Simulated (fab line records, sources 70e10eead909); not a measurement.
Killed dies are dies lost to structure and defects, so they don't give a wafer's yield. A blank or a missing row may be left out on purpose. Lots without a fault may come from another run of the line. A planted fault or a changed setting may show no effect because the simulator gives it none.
Problem report in the 8D (eight disciplines) form, filled by code | flow nand_harc | the parts of the form that need people (team, actions taken, sign-off) are left out

1. THE PROBLEM
thk_nm at NHARC_A_ONON_D1_THK_MEAS_24 reads a mean of 684 nm on 6 wafers of 2 lots; wafers without a fault read 999 nm with a standard deviation of 11. That is -29 standard deviations from the usual mean.
The step: measures by ellipsometry.
First seen on wafer L849.1, day 10 09:39, on film_metro-02. The record holds 39 wafers of 13 lots with a number at this step. Rule for "out", or "out of limits": more than 4 standard deviations from the usual mean. The other wafers with a number count as sound.

2. WHAT IT IS AND WHAT IT IS NOT
question                    | is                     | is not
which readings at this step | thk_nm                 | -
which lots                  | L849, L852             | L840, L842, L844, L854, L855, L856, L857, L859, L860, L862, L863
which wafers of those lots  | all that have a number | -
read on which gauges        | film_metro-02          | film_metro-01
when                        | from day 10 09:39      | up to then (9 sound wafers); but 24 sound wafers of L854, L855, L856, L857, L859, L860, L862, L863 came after

3. SUSPECTS, AND WHAT RULES EACH OUT
Counting: a tool at a process step up to the reading stays a suspect if it ran every lot that is out and no sound lot after the first of them.
- the gauge at NHARC_A_ONON_D1_THK_MEAS_24: ruled out. All the wafers that are out were read on film_metro-02, but those of them that NHARC_END_SORT_01 has rows for are out there too, on other tools.
- rie_diel-11 at NHARC_P_BONDPAD_ETCH_12 (etches the open film in CHF3/O2, target depth 200 nm, time 100 s): ruled out as a lasting fault. Sound lots L857, L859, L860, L862, L863 ran on it after its first lot that is out, L849 (day 8 23:07). NHARC_P_BONDPAD_ETCH_12 gives no start for some lots, so the hours and the order of its lots are those of NHARC_A_START_INSPECT_01.
- pecvd_onon-01 at NHARC_A_ONON_D1_DEP_22 (target thk 1000 nm): ruled out as a lasting fault. Sound lots L863 ran on it after its first lot that is out, L849 (day 10 09:08).
Left after counting: nothing in the record.

4. THE CAUSE (what the simulator had put in)
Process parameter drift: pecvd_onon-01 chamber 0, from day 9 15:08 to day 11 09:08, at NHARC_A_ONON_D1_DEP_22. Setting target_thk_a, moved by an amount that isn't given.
Counting ruled it out, wrongly: the rule takes a fault to strike every lot that its tool runs from its start on, and this one did not.

5. THE CHAIN OF EFFECTS, in route order
Each row: a reading whose mean over the struck wafers that have a number lies more than 3 standard deviations from the usual. Only readings for which the record gives a usual standard deviation are gone through. hours: the time from each lot's start at the first step in this table that gives one to its start at this step, as a median over the lots. sigmas: the change in usual standard deviations.
hours | step                        | reading         | usual  | on struck wafers | change | sigmas
0     | NHARC_A_ONON_D1_THK_MEAS_24 | thk_nm          | 999 nm | 684              | -315   | -29
277   | NHARC_END_SORT_01           | killed_at_array | 29     | 674              | +644   | +69
277   | NHARC_END_SORT_01           | killed_dies     | 32     | 677              | +645   | +72

6. WHAT WOULD HAVE CAUGHT IT SOONER
In this record the first reading out of limits at a measuring or inspecting step was taken at day 10 09:39, 19 hours after the fault began at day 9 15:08.
